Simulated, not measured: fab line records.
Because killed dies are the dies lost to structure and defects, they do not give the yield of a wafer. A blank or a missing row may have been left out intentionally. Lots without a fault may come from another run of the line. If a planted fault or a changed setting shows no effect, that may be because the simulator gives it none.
fab line records ; flow nand-harc
record: lots: 12; wafers: 36; last-day: 32
route steps=1302 shown A_STAIRCASE@853 A_SGD_CUT@890 END@1302
lots untouched by any fault: they come from a run of this same line in which no faults occurred
start-h: hours from the record's first day to the start of the lot's first wafer shown ; wait-h: hours elapsed since this lot's preceding step ; " identical to the entry in the row above ; L1.1+2: one row covering several wafers at once ; - value missing, or start not given ; * or withheld: withheld ; < > ~ a bound
route shown NAME@n: NAME is a module with steps in the file, n the number in the route of the first one ; usual: average and standard deviation across the fault-free wafers ; same: alike in all rows ; chamber/n: place in a boat ; sites: readings site by site ; _std_site: the values' standard deviation ; _edge_site: outer sites' mean less inner sites' ; radius-mm: for every site, how far away it sits from the centre of the wafer ; mask NAME#n: copy n ; behind: the most recent tool/chamber to have shaped the wafer ; hold: why the lot was held/for how many hours/how that ended ; device: transistor that didn't switch, given as n, p or np ; end of line: the same wafers' tests at the end of the route ; for a step that has no rows: nothing shown but its recipe ; killed: count of dies lost to structure and defects at first sort (not the wafer's yield) ; map: a wafer's dies, marking killed ones x, the rest . and places with no die _
set.NAME: the setting as run; set.NAME@STEP: as run at that earlier step ; model.NAME: the simulator's own value behind a step, which no gauge read
steps of the route over a sample of lots; a table a step, a row a wafer
services: the hour from which a tool's chamber was out of use, counted from the record's first day as start-h (under 0 if before that day), plus the number of hours and why
== steps ==
step: NHARC_A_STAIRCASE_DEP_322
recipe: target-thk-a: 72000; temp-c: 400; target-thk-nm: 7200; teos-flow-sccm: 200; rf-w: 500; material: SiO2
usual: heater-power-w: 625/90; rf-fwd-power-W: 499.6/1.6
lot.wafer;tool;chamber;start-h;wait-h;heater-power-w;rf-fwd-power-W
L810.2;pecvd-01;2;419.58;0.2;711;499.1
L810.5;pecvd-01;2;419.58;0.2;605;500.2
L810.4;pecvd-01;0;419.58;0.2;694;499.9
L812.1;pecvd-01;0;440.97;0.1;782;502.8
L812.4;pecvd-01;0;440.97;0.1;695;504.1
L812.6;pecvd-01;2;440.97;0.1;602;495.9
L815.2;pecvd-01;0;468.63;0.2;818;498.8
L815.4;pecvd-01;0;468.63;0.2;705;500.3
L815.5;pecvd-01;1;468.63;0.2;472;498.7
L817.1;pecvd-02;0;485.09;0.1;591;501.3
L817.3;pecvd-02;1;485.09;0.1;647;499.5
L817.4;pecvd-02;1;485.09;0.1;595;500.8
L816.2;pecvd-04;1;485.11;0.1;554;500.3
L816.4;pecvd-04;1;485.11;0.1;460;501.1
L816.5;pecvd-04;2;485.11;0.1;611;497.5
L822.2;pecvd-01;1;539.99;0.2;569;500.2
L822.4;pecvd-01;1;539.99;0.2;482;500.1
L822.6;pecvd-01;2;539.99;0.2;598;500.9
L823.2;pecvd-02;0;546.79;0.1;655;498.7
L823.3;pecvd-02;2;546.79;0.1;647;498.6
L823.4;pecvd-02;0;546.79;0.1;545;496.4
L826.3;pecvd-01;2;580.33;0.1;724;500.8
L826.1;pecvd-01;1;580.33;0.1;499;499.5
L826.5;pecvd-01;0;580.33;0.1;667;499.4
L827.1;pecvd-04;0;580.52;0.3;749;500.6
L827.4;pecvd-04;1;580.52;0.3;460;501.0
L827.5;pecvd-04;0;580.52;0.3;656;501.4
L828.2;pecvd-01;2;605.19;0.1;694;499.2
L828.4;pecvd-01;2;605.19;0.1;598;498.8
L828.5;pecvd-01;0;605.19;0.1;685;499.9
L829.2;pecvd-02;0;612.29;0.1;678;503.7
L829.4;pecvd-02;1;612.29;0.1;606;502.8
L829.5;pecvd-02;2;612.29;0.1;563;499.6
L831.2;pecvd-02;0;626.00;0.3;677;498.0
L831.5;pecvd-02;2;626.00;0.3;569;500.4
L831.4;pecvd-02;0;626.00;0.3;559;498.1
step: NHARC_A_STAIRCASE_STRIP_475
recipe: time-s: 20; o2-flow-sccm: 500; ar-flow-sccm: 0; bias-w: 0; chemistry: O2
usual: drypump-motor-current-A: 6.0/0.45; mfc-ar-sccm: 0.005/0.0056; oes-product-au: 0.997/0.01; rf-vpp-V: 57.8/0.89; showerhead-plenum-p-Torr: 3.50/0.14; throttle-valve-pct: 17.036/0.0092
lot.wafer;tool;chamber;start-h;wait-h;drypump-motor-current-A;mfc-ar-sccm;oes-product-au;rf-hours-counter-h;rf-vpp-V;showerhead-plenum-p-Torr;throttle-valve-pct
L810.2;rie-diel-05;1;-;-;6.2;0.015;0.973;8;57.7;3.66;17.039
L810.4;rie-diel-05;3;-;-;5.2;0;1.002;9;57.8;3.55;17.040
L810.5;rie-diel-05;1;-;-;6.2;0.015;0.981;-;57.3;3.66;17.028
L812.4;rie-diel-03;2;-;-;6.6;0;1.008;0;57.5;3.29;17.023
L812.1;rie-diel-03;0;-;-;5.7;0;0.980;0;56.9;3.57;17.031
L812.6;rie-diel-03;2;-;-;6.6;0;0.997;-;58.2;3.29;17.047
L815.4;rie-diel-05;2;-;-;5.8;0.006;1.001;24;57.9;3.42;17.047
L815.2;rie-diel-05;0;-;-;6.7;0;1.002;24;57.6;3.28;17.036
L815.5;rie-diel-05;2;-;-;5.8;0.006;1.009;-;57.1;3.42;17.030
L816.4;rie-diel-02;0;-;-;5.6;0;1.008;39;57.0;3.58;17.031
L816.2;rie-diel-02;1;-;-;6.0;0.006;1.000;38;59.8;3.39;17.015
L816.5;rie-diel-02;1;-;-;6.0;0.006;0.985;-;55.4;3.39;17.053
L817.4;rie-diel-03;0;-;-;5.7;0;0.992;12;58.7;3.56;17.050
L817.1;rie-diel-03;1;-;-;5.6;0;0.997;14;57.2;3.62;17.019
L817.3;rie-diel-03;3;-;-;6.3;0.012;0.998;15;58.6;3.51;17.025
L822.4;rie-diel-02;1;-;-;6.0;0.006;0.996;55;57.8;3.38;17.023
L822.2;rie-diel-02;2;-;-;6.0;0.005;1.013;55;57.0;3.30;17.038
L822.6;rie-diel-02;1;-;-;6.0;0.006;0.989;-;57.9;3.38;17.036
L823.4;rie-diel-02;0;-;-;5.6;0;1.011;58;58.7;3.57;17.030
L823.3;rie-diel-02;1;-;-;6.0;0.006;0.995;56;58.2;3.38;17.045
L823.2;rie-diel-02;3;-;-;6.2;0.010;1.006;53;58.1;3.48;17.027
L826.1;rie-diel-05;3;-;-;5.1;0;1.003;4;58.9;3.52;17.026
L826.3;rie-diel-05;0;-;-;6.7;0;1.006;4;59.2;3.81;17.032
L826.5;rie-diel-05;1;-;-;6.2;0.015;0.998;-;58.4;3.62;17.042
L827.4;rie-diel-05;1;-;-;6.2;0.015;0.992;4;60.2;3.62;17.045
L827.1;rie-diel-05;3;-;-;5.2;0;0.995;4;58.0;3.52;17.035
L827.5;rie-diel-05;1;-;-;6.2;0.015;0.998;-;58.2;3.62;17.052
L828.4;rie-diel-02;1;-;-;6.0;0.006;0.978;15;57.1;3.37;17.016
L828.2;rie-diel-02;0;-;-;5.6;0;1.007;13;56.6;3.56;17.032
L828.5;rie-diel-02;2;-;-;6.0;0.005;1.006;-;56.0;3.29;17.049
L829.2;rie-diel-05;1;-;-;6.2;0.015;0.999;14;57.8;3.62;17.031
L829.4;rie-diel-05;2;-;-;5.8;0.006;1.001;12;57.8;3.40;17.037
L829.5;rie-diel-05;2;-;-;5.8;0.006;0.996;-;57.1;3.40;17.032
L831.2;rie-diel-05;1;-;-;6.2;0.015;1.016;19;58.9;3.62;17.050
L831.4;rie-diel-05;3;-;-;5.2;0;0.999;16;57.6;3.51;17.043
L831.5;rie-diel-05;2;-;-;5.8;0.006;1.009;-;57.1;3.40;17.037
step: NHARC_A_STAIRCASE_CMP_472
recipe: material: SiO2
usual: motor-current-A: 13.1/1.3; retaining-ring-pressure-frac: 1.000/0.0052; slurry-flow-ml-min: 150.0/0.47
lot.wafer;tool;chamber;start-h;wait-h;motor-current-A;retaining-ring-pressure-frac;slurry-flow-ml-min
L810.2;cmp-02;1;445.76;0.2;14.1;0.994;149.6
L810.4;cmp-02;2;445.76;0.2;12.7;0.999;150.4
L810.5;cmp-02;3;445.76;0.2;12.7;0.993;150.2
L812.4;cmp-02;1;468.32;0.2;13.3;1.000;149.8
L812.1;cmp-02;2;468.32;0.2;12.2;1.002;149.9
L812.6;cmp-02;1;468.32;0.2;13.6;0.999;149.8
L815.2;cmp-01;3;493.20;0.3;13.5;1.002;149.6
L815.4;cmp-01;0;493.20;0.3;12.9;1.009;151.0
L815.5;cmp-01;2;493.20;0.3;13.6;0.998;149.7
L816.2;cmp-02;3;508.29;0.2;12.1;1.001;150.0
L816.4;cmp-02;1;508.29;0.2;13.6;1.000;150.0
L816.5;cmp-02;3;508.29;0.2;11.6;1.008;149.6
L817.1;cmp-03;1;508.36;0.2;12.8;1.010;150.0
L817.3;cmp-03;3;508.36;0.2;14.1;0.998;150.3
L817.4;cmp-03;0;508.36;0.2;11.2;0.997;150.8
L822.2;cmp-02;3;566.27;0.2;12.7;1.002;149.9
L822.4;cmp-02;0;566.27;0.2;14.8;1.000;150.1
L822.6;cmp-02;2;566.27;0.2;13.9;1.005;149.7
L823.4;cmp-03;2;570.93;0.1;11.3;0.996;149.5
L823.2;cmp-03;0;570.93;0.1;11.5;1.000;149.9
L823.3;cmp-03;1;570.93;0.1;13.3;0.989;150.3
L826.3;cmp-03;2;609.37;0.2;10.7;1.001;150.8
L826.1;cmp-03;1;609.37;0.2;13.7;0.998;150.0
L826.5;cmp-03;3;609.37;0.2;15.2;0.995;150.1
L827.4;cmp-02;0;609.67;0.2;15.0;1.004;149.3
L827.1;cmp-02;2;609.67;0.2;11.7;0.991;150.6
L827.5;cmp-02;0;609.67;0.2;15.1;1.005;149.4
L828.4;cmp-03;0;629.54;0.2;11.6;0.999;150.1
L828.2;cmp-03;1;629.54;0.2;12.7;1.010;150.5
L828.5;cmp-03;2;629.54;0.2;11.1;1.004;150.4
L829.4;cmp-02;1;639.92;0.2;14.3;1.006;149.9
L829.2;cmp-02;2;639.92;0.2;12.2;0.999;149.9
L829.5;cmp-02;0;639.92;0.2;15.1;0.992;150.7
L831.2;cmp-02;3;647.92;0.2;12.2;0.996;150.2
L831.4;cmp-02;2;647.92;0.2;12.8;1.006;149.5
L831.5;cmp-02;3;647.92;0.2;12.4;0.997;150.1
step: NHARC_A_SGD_CUT_DEP_00
recipe: target-thk-a: 500; temp-c: 400; target-thk-nm: 50; flow-sccm: 200; rf-w: 450; material: SiNx
usual: heater-power-w: 676/87; rf-fwd-power-W: 448.3/1.4
lot.wafer;tool;chamber;start-h;wait-h;heater-power-w;rf-fwd-power-W
L810.2;pecvd-03;0;446.12;0.1;635;449.1
L810.5;pecvd-03;0;446.12;0.1;659;445.8
L810.4;pecvd-03;2;446.12;0.1;679;449.2
L812.1;pecvd-02;2;468.74;0.1;660;448.1
L812.4;pecvd-02;1;468.74;0.1;660;447.8
L812.6;pecvd-02;2;468.74;0.1;679;448.5
L815.2;pecvd-03;2;493.59;0.1;708;449.7
L815.5;pecvd-03;2;493.59;0.1;711;447.5
L815.4;pecvd-03;1;493.59;0.1;589;449.8
L816.2;pecvd-03;0;508.73;0.1;714;448.1
L816.5;pecvd-03;2;508.73;0.1;816;448.9
L816.4;pecvd-03;1;508.73;0.1;541;450.5
L817.3;pecvd-02;1;508.79;0.1;688;449.7
L817.1;pecvd-02;2;508.79;0.1;691;448.8
L817.4;pecvd-02;0;508.79;0.1;582;445.1
L822.2;pecvd-03;0;566.68;0.1;686;376.2
L822.4;pecvd-03;2;566.68;0.1;894;449.0
L822.6;pecvd-03;0;566.68;0.1;682;377.0
L823.2;pecvd-03;0;571.33;0.1;716;375.5
L823.3;pecvd-03;1;571.33;0.1;613;449.6
L823.4;pecvd-03;1;571.33;0.1;623;450.9
L826.1;pecvd-02;0;609.79;0.1;694;447.6
L826.3;pecvd-02;1;609.79;0.1;683;450.0
L826.5;pecvd-02;1;609.79;0.1;657;448.1
L827.1;pecvd-01;0;610.11;0.1;802;448.1
L827.4;pecvd-01;2;610.11;0.1;754;449.3
L827.5;pecvd-01;0;610.11;0.1;779;448.4
L828.2;pecvd-01;0;629.96;0.1;757;447.6
L828.5;pecvd-01;1;629.96;0.1;571;448.0
L828.4;pecvd-01;2;629.96;0.1;745;447.8
L829.2;pecvd-02;0;640.36;0.1;594;446.4
L829.4;pecvd-02;1;640.36;0.1;633;448.8
L829.5;pecvd-02;2;640.36;0.1;642;445.0
L831.2;pecvd-02;0;648.33;0.1;618;447.5
L831.4;pecvd-02;1;648.33;0.1;662;447.4
L831.5;pecvd-02;2;648.33;0.1;583;446.0
step: NHARC_END_SORT_01
recipe: temp-c: 25
usual: killed-at-array: 51/17; killed-at-other: 1.0/1.2; killed-at-periphery: 3.4/2.5; killed-dies: 56/17; killed-open: 3.3/2.1; killed-short: 2.6/1.6
same: gross-dies: 677
lot.wafer;tool;chamber;start-h;wait-h;killed-at-array;killed-at-other;killed-at-periphery;killed-dies;killed-open;killed-short
L823.2;prober-02;0;710.76;2.8;49;0;3;52;2;3
L823.3;prober-02;0;711.56;3.1;72;0;5;77;2;1
L823.4;prober-02;0;712.35;3.4;53;1;1;55;3;3
killed by level:class
L823.2 A_CHANNEL_HOLE_D2:chamber-film-flake=22 A_CHANNEL_HOLE_D1:chamber-film-flake=10 A_CHANNEL_FILL_D2:chamber-film-flake=3 A_CONTACT:chamber-film-flake=3 A_STAIRCASE:chamber-film-flake=2 A_CHANNEL_FILL_D1:chamber-film-flake=2 A_BLC:chamber-film-flake=2 P_GATE:geometric-particle:open=1
L823.3 A_CHANNEL_HOLE_D1:chamber-film-flake=34 A_CHANNEL_HOLE_D2:chamber-film-flake=20 A_STAIRCASE:chamber-film-flake=4 A_M1:chamber-film-flake=4 P_GATE:chamber-film-flake=3 A_CONTACT:chamber-film-flake=3 P_BONDPAD:chamber-film-flake=2 A_BLC:chamber-film-flake=2
L823.4 A_CHANNEL_HOLE_D2:chamber-film-flake=28 A_CHANNEL_HOLE_D1:chamber-film-flake=11 A_SLIT:chamber-film-flake=3 A_CHANNEL_FILL_D1:chamber-film-flake=2 A_CONTACT:chamber-film-flake=2 A_CHANNEL_HOLE_D1:geometric-particle:open=1 A_DECK1_JOINT:geometric-particle:short=1 A_CHANNEL_FILL_D2:geometric-particle:open=1
== services ==
tool;chamber;start-h;hours;kind
rie-diel-05;-;406.98;9.0;pm
pecvd-02;-;408.13;13.0;pm
rie-diel-02;3;413.34;12.9;repair
cmp-02;-;430.49;4.0;pm
cmp-03;-;456.00;4.0;pm
cmp-03;-;482.52;0.8;repair
pecvd-01;-;492.57;13.0;pm
rie-diel-05;-;508.42;0.2;repair
cmp-02;-;528.66;4.0;pm
pecvd-03;1;528.84;17.3;repair
cmp-03;-;539.64;15.4;repair
pecvd-03;-;547.00;13.0;pm
cmp-02;-;558.11;0.5;repair
pecvd-01;0;558.26;10.0;repair
cmp-02;-;561.12;0.3;repair
rie-diel-05;-;567.52;0.6;repair
rie-diel-05;1;583.19;7.0;repair
rie-diel-05;-;583.98;9.0;pm
pecvd-02;-;589.13;13.0;pm
cmp-02;-;590.27;3.7;repair
cmp-02;-;604.23;1.3;repair
cmp-02;-;626.66;4.0;pm
pecvd-03;-;629.85;2.7;repair
pecvd-03;-;633.34;106.0;repair
== key ==
first-sign: step: NHARC_A_SGD_CUT_DEP_00; reading: rf-fwd-power-W; direction: down; sigmas: 51; usual: *; struck: *
effect none on later readings
met-at NHARC_A_SGD_CUT_DEP_00
struck-lots L822,L823
struck-wafers L822.2,L822.6,L823.2
tester-left-out L822,L823
not-acting-at NHARC_A_STAIRCASE_DEP_322,NHARC_A_STAIRCASE_STRIP_475,NHARC_A_STAIRCASE_CMP_472
onset-between 508.73 566.68
fault: kind: process-parameter-drift; tool: pecvd-03; chamber: 0; onset-h: 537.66; steps: NHARC_A_SGD_CUT_DEP_00; channel: rf-w; offset: *; shape: step; end-h: 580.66; acts-in: *; stated: *
tester-left-out: of these lots the tester's yield and bins aren't shown, on N5 and GAA mostly nor the transistor test; their killed dies are dies lost to structure and defects alone, not to doping, threshold or leakage, so they don't give the yield
